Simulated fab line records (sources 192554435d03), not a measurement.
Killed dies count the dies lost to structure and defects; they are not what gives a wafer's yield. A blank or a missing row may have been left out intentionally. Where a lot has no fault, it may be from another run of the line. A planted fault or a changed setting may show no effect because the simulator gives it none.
Chamber matching	flow n5-finfet	N5_BEOL_M3_ILD_DEP_00 on pecvd-03: 3 sister chambers
The step deposits SiOC from DEMS/O2, target thk 79 nm, time 15.3 s. 6 wafers are shown with their chamber, then 7 later ones without.

## WAFERS, EACH WITH ITS CHAMBER
wafer	chamber	throttle-valve-pct (%)	showerhead-vpp-V (V)
L085.1	1	12.1	1512
L085.2	2	11.9	1408
L091.1	1	12.3	1515
L091.6	2	11.5	1378
L092.2	0	13.1	1402
L092.5	0	13.1	1400

## WAFERS WITH NO CHAMBER GIVEN
wafer	throttle-valve-pct (%)	showerhead-vpp-V (V)
L092.6	12.6	1514
L094.1	12.5	1524
L094.2	11.7	1391
L094.3	13.3	1384
L097.1	12.2	1502
L097.3	12.4	1470
L097.6	13.2	1379

## THE CHAMBER EACH PASSED THROUGH
wafer	from the rows above	in truth
L092.6	1	1
L094.1	1	1
L094.2	2	2
L094.3	0	0
L097.1	1	1
L097.3	1	1
L097.6	0	0
Placed correctly: 7 of 7. Not placeable from these rows: 0. 0 placed wrongly.
How it was worked out, from the rows above alone: a wafer's distance from a chamber is the root of the sum, over the readings, of the square of ((its reading less the chamber's mean) divided by the reading's scatter). If the next closest chamber is less than 2 further off than the closest, the wafer can't be placed; otherwise it belongs to the closest. For every chamber, the mean is computed from those of its wafers that are shown. The scatter is the square root of a quotient: the sum, over the shown wafers, of each reading's squared deviation from its chamber's mean, divided by wafers minus chambers.
